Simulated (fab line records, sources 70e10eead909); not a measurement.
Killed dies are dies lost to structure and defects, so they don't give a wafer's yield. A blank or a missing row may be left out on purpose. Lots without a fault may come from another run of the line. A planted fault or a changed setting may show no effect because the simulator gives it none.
Which tool did it? | flow nand_harc | 13 lots, 37 wafers sampled, at 6 steps of a route of 1302

WHAT THE GAUGES READ, wafer by wafer
NHARC_A_ONON_D1_THK_MEAS_05: measures by ellipsometry. Usual: thk_nm 998 nm, standard deviation 8.6.
lot  | measured     | on            | thk_nm (nm)    | flag
L742 | day 7 16:54  | film_metro-02 | 1011 1011 1014 |
L743 | day 8 08:14  | film_metro-01 | 1003 1004 1005 |
L745 | day 8 21:49  | film_metro-01 | 996 998 997    |
L750 | day 11 03:08 | film_metro-02 | 1571 993       | OFF
L751 | day 11 14:40 | film_metro-01 | 1571 1570      | OFF
L758 | day 14 12:53 | film_metro-02 | 997 997 998    |
L759 | day 14 12:50 | film_metro-02 | 993 991 994    |
L760 | day 15 05:08 | film_metro-01 | 1017 1018 1017 |
L761 | day 15 14:01 | film_metro-01 | 1002 1002 1003 |
L762 | day 15 23:21 | film_metro-01 | 1003 1004 1002 |
L763 | day 16 10:07 | film_metro-02 | 1012 1011 1013 |
L764 | day 16 21:08 | film_metro-01 | 994 992 993    |
L765 | day 17 04:23 | film_metro-02 | 997 996 997    |

NHARC_END_SORT_01. Usual: killed_at_array 56, standard deviation 19; killed_at_other 0.6, standard deviation 1; killed_at_periphery 3.9, standard deviation 2.7; killed_dies 61, standard deviation 19; killed_open 3.3, standard deviation 1.9; killed_short 2.4, standard deviation 1.7.
lot  | measured     | on        | killed_at_array | killed_at_other | killed_at_periphery | killed_dies | killed_open | killed_short | flag
L750 | day 27 16:26 | prober-02 | 671 35          | 0 0             | 6 2                 | 677 37      | 2 5         | 0 4          | OFF
L751 | day 28 07:27 | prober-01 | 675 672         | 0 3             | 2 2                 | 677 677     | 3 4         | 1 1          | OFF

WHICH TOOL RAN EACH LOT (tool, then ch and the chambers of the sampled wafers, then the start)
lot  | NHARC_P_BONDPAD_PVD_27                  | NHARC_A_ZERO_WELL_DESCUM_12        | NHARC_A_ONON_D1_DEP_03           | NHARC_A_CHANNEL_HOLE_D1_DEP_01
L742 | pvd_sputter-03, day 6 19:04 or earlier  | rie_diel-02 ch 1,3, day 6 19:04    | pecvd_onon-01 ch 0, day 7 16:23  | pecvd-03 ch 0,1, day 8 08:03
L743 | pvd_sputter-03, day 7 09:34 or earlier  | rie_diel-02 ch 1,2,3, day 7 09:34  | pecvd_onon-03 ch 0, day 8 07:44  | pecvd-04 ch 0,1,2, day 9 01:33
L745 | pvd_sputter-03, day 7 22:52 or earlier  | rie_diel-04 ch 0,2, day 7 22:52    | pecvd_onon-03 ch 0, day 8 21:22  | pecvd-04 ch 1,2, day 9 15:56
L750 | pvd_sputter-03, day 10 04:19 or earlier | rie_diel-04 ch 0, day 10 04:19     | pecvd_onon-01 ch 0, day 11 02:48 | pecvd-04 ch 1, day 11 18:48
L751 | pvd_sputter-03, day 10 13:03 or earlier | rie_diel-08 ch 1,3, day 10 13:03   | pecvd_onon-01 ch 0, day 11 14:19 | -
L758 | pvd_sputter-01, day 13 11:47 or earlier | rie_diel-02 ch 0,1,3, day 13 11:47 | pecvd_onon-03 ch 0, day 14 12:26 | pecvd-04 ch 1,2, day 15 03:10
L759 | pvd_sputter-01, day 13 16:46 or earlier | rie_diel-02 ch 0,2,3, day 13 16:46 | pecvd_onon-02 ch 0, day 14 12:23 | pecvd-02 ch 0,1,2, day 15 03:05
L760 | pvd_sputter-03, day 14 05:17 or earlier | rie_diel-02 ch 0,2, day 14 05:17   | pecvd_onon-01 ch 0, day 15 04:40 | pecvd-02 ch 0,1,2, day 15 21:49
L761 | pvd_sputter-01, day 14 16:17 or earlier | rie_diel-02 ch 0,2,3, day 14 16:17 | pecvd_onon-01 ch 0, day 15 13:31 | pecvd-04 ch 0,1,2, day 16 05:23
L762 | pvd_sputter-02, day 14 23:13 or earlier | rie_diel-02 ch 0,1,3, day 14 23:13 | pecvd_onon-03 ch 0, day 15 22:50 | pecvd-04 ch 0,1,2, day 16 17:47
L763 | pvd_sputter-02, day 15 11:49 or earlier | rie_diel-02 ch 1,3, day 15 11:49   | pecvd_onon-01 ch 0, day 16 09:35 | pecvd-02 ch 0,1,2, day 17 02:57
L764 | pvd_sputter-02, day 15 21:26 or earlier | rie_diel-02 ch 0,2,3, day 15 21:26 | pecvd_onon-01 ch 0, day 16 20:38 | pecvd-03 ch 0,2, day 17 12:38
L765 | pvd_sputter-02, day 16 04:45 or earlier | rie_diel-04 ch 2,3, day 16 04:45   | pecvd_onon-03 ch 0, day 17 03:53 | pecvd-04 ch 0,1,2, day 17 23:13
- NHARC_P_BONDPAD_PVD_27: deposits Cu, target thk 30 nm, time 20.49 s.
- NHARC_A_ZERO_WELL_DESCUM_12: chemistry O2, time 3 s.
- NHARC_A_ONON_D1_DEP_03: target thk 1000 nm.
- NHARC_A_CHANNEL_HOLE_D1_DEP_01: deposits SiON, target thk 140 nm.

WHAT THE TOOLS THEMSELVES READ (means of the sampled wafers that have a number; where no wafer has one, the mark that the record gives instead)
NHARC_P_BONDPAD_PVD_27. Usual: throttle_valve_pct 30.2 %, standard deviation 0.81.
lot  | tool           | throttle_valve_pct (%) | flag
L742 | pvd_sputter-03 | 30.5                   |
L743 | pvd_sputter-03 | 30.5                   |
L745 | pvd_sputter-03 | 30.4                   |
L750 | pvd_sputter-03 | 30.2                   |
L751 | pvd_sputter-03 | 29.9                   |
L758 | pvd_sputter-01 | 29.3                   |
L759 | pvd_sputter-01 | 29.5                   |
L760 | pvd_sputter-03 | 30.1                   |
L761 | pvd_sputter-01 | 29.4                   |
L762 | pvd_sputter-02 | 30.5                   |
L763 | pvd_sputter-02 | 30.4                   |
L764 | pvd_sputter-02 | 30.4                   |
L765 | pvd_sputter-02 | 30.9                   |

NHARC_A_ZERO_WELL_DESCUM_12. Usual: drypump_motor_current_A 5.91 A, standard deviation 0.26; mfc_ar_sccm 0.012 sccm, standard deviation 0.011; oes_product_au 1.001 a.u., standard deviation 0.013; rf_vpp_V 57.8 V, standard deviation 0.9; showerhead_plenum_p_Torr 1.92 Torr, standard deviation 0.09; throttle_valve_pct 11.310 %, standard deviation 0.0086.
lot  | tool        | drypump_motor_current_A (A) | mfc_ar_sccm (sccm) | oes_product_au (a.u.) | rf_vpp_V (V) | showerhead_plenum_p_Torr (Torr) | throttle_valve_pct (%) | flag
L742 | rie_diel-02 | 5.90                        | 0.014              | 0.998                 | 58.5         | 1.90                            | 11.310                 |
L743 | rie_diel-02 | 5.95                        | 0.019              | 0.995                 | 57.4         | 1.90                            | 11.311                 |
L745 | rie_diel-04 | 6.14                        | 0.003              | 1.018                 | 57.7         | 1.97                            | 11.310                 |
L750 | rie_diel-04 | 5.99                        | 0.005              | 1.000                 | 58.0         | 2.02                            | 11.312                 |
L751 | rie_diel-08 | 5.29                        | 0.000              | 1.006                 | 57.6         | 1.96                            | 11.312                 |
L758 | rie_diel-02 | 5.96                        | 0.011              | 0.999                 | 57.7         | 1.95                            | 11.312                 |
L759 | rie_diel-02 | 6.01                        | 0.017              | 0.995                 | 58.4         | 1.95                            | 11.309                 |
L760 | rie_diel-02 | 5.98                        | 0.008              | 0.991                 | 57.7         | 1.94                            | 11.312                 |
L761 | rie_diel-02 | 6.01                        | 0.017              | 0.997                 | 58.8         | 1.95                            | 11.318                 |
L762 | rie_diel-02 | 5.95                        | 0.011              | 1.011                 | 57.1         | 1.95                            | 11.308                 |
L763 | rie_diel-02 | 5.88                        | 0.014              | 1.010                 | 56.7         | 1.90                            | 11.306                 |
L764 | rie_diel-02 | 6.00                        | 0.017              | 0.995                 | 58.7         | 1.95                            | 11.309                 |
L765 | rie_diel-04 | 5.91                        | 0.000              | 0.998                 | 58.1         | 1.83                            | 11.304                 |

NHARC_A_ONON_D1_DEP_03. Usual: nh3_flow_sccm 499.7 sccm, standard deviation 1.4.
lot  | tool          | nh3_flow_sccm (sccm) | flag
L742 | pecvd_onon-01 | 498.9                |
L743 | pecvd_onon-03 | 500.5                |
L745 | pecvd_onon-03 | 498.0                |
L750 | pecvd_onon-01 | 499.6                |
L751 | pecvd_onon-01 | 499.5                |
L758 | pecvd_onon-03 | 499.8                |
L759 | pecvd_onon-02 | 499.2                |
L760 | pecvd_onon-01 | 499.3                |
L761 | pecvd_onon-01 | 500.6                |
L762 | pecvd_onon-03 | 500.0                |
L763 | pecvd_onon-01 | 499.7                |
L764 | pecvd_onon-01 | 501.1                |
L765 | pecvd_onon-03 | 499.6                |

NHARC_A_CHANNEL_HOLE_D1_DEP_01. Usual: heater_power_w 774 W, standard deviation 82; showerhead_vpp_V 1146 V, standard deviation 35.
lot  | tool     | heater_power_w (W) | showerhead_vpp_V (V) | flag
L742 | pecvd-03 | 793                | 1190                 |
L743 | pecvd-04 | 833                | 1156                 |
L745 | pecvd-04 | 773                | 1171                 |
L750 | pecvd-04 | 666                | 1198                 |
L758 | pecvd-04 | 678                | 1168                 |
L759 | pecvd-02 | 820                | 1108                 |
L760 | pecvd-02 | 809                | 1125                 |
L761 | pecvd-04 | 748                | 1157                 |
L762 | pecvd-04 | 838                | 1155                 |
L763 | pecvd-02 | 771                | 1116                 |
L764 | pecvd-03 | 784                | 1182                 |
L765 | pecvd-04 | 810                | 1149                 |

THE ANSWER, worked out from the rows above alone
Rule: a lot is off if the mean of its wafers that have a number lies more than 3 standard deviations from the usual mean. A lot without any number at a reading at which 4 lots or more have one is off too. The other lots that the step has rows for count as sound. The gauges are gone through in route order, then the tools' own readings, and for those a lot's mean is taken as printed above. The first step at which some lot is off is used, and at that step the reading that is off furthest; a lot without a number counts as furthest.
Off: L750, L751, at NHARC_A_ONON_D1_THK_MEAS_05 (thk_nm).
A tool fits if, at a process step before that reading, it ran every lot that is off, and no sound lot after the first of them. The gauges at NHARC_A_ONON_D1_THK_MEAS_05 aren't tried: what is off there is off at NHARC_END_SORT_01 too, on other tools, and a gauge's error can't cause that. NHARC_P_BONDPAD_PVD_27 gives no start for some lots, so the hours and the order of its lots are those of NHARC_A_ZERO_WELL_DESCUM_12. None of those tried fits.

WHAT THE SIMULATOR HAD PUT IN
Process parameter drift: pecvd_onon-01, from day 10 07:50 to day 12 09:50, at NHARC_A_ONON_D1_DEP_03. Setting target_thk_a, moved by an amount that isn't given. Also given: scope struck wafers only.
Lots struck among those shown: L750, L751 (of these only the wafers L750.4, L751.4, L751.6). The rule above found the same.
